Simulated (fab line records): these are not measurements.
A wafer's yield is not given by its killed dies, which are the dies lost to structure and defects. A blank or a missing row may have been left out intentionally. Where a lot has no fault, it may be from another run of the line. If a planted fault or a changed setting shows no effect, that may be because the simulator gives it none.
Chamber matching    flow n5-finfet    rie-si-04 running N5_SD_EPI_N_SD_RECESS_17: 4 sister chambers
The step chemistry HBr/Cl2/O2, target depth 41 nm, time 23.7 s, bt time 3 s. 4 wafers are shown with their chamber, then 10 later ones without.

WAFERS, EACH WITH ITS CHAMBER
wafer   chamber  throttle-valve-pct (%)
L082.4  1        37.12
L083.6  3        36.65
L086.3  0        36.94
L086.4  2        36.77

WAFERS WITH NO CHAMBER GIVEN
wafer   throttle-valve-pct (%)
L086.5  36.93
L088.1  36.76
L088.2  36.92
L088.5  36.68
L092.1  36.93
L092.2  36.67
L092.5  36.68
L093.1  36.67
L093.4  36.67
L093.5  36.92

THE CHAMBER EACH PASSED THROUGH
wafer   from the rows above  in truth
L086.5  0                    0
L088.1  2                    2
L088.2  0                    0
L088.5  3                    3
L092.1  0                    0
L092.2  3                    3
L092.5  3                    3
L093.1  3                    3
L093.4  3                    3
L093.5  0                    0
Correctly placed: 10 of 10. Can't be placed from these rows: 0. Placed wrongly: 0.
How it was worked out, from the rows above alone: a wafer's distance from a chamber is the root of the sum, over the readings, of the square of ((its reading less the chamber's mean) divided by the reading's scatter). The wafer belongs to the nearest chamber; if the next one is less than 2 further off, it can't be placed. Each chamber's mean is taken over the wafers shown for it. The scatter: with one shown wafer a chamber, the root of the mean of the squares of how far each hidden wafer lies from its nearest shown one.
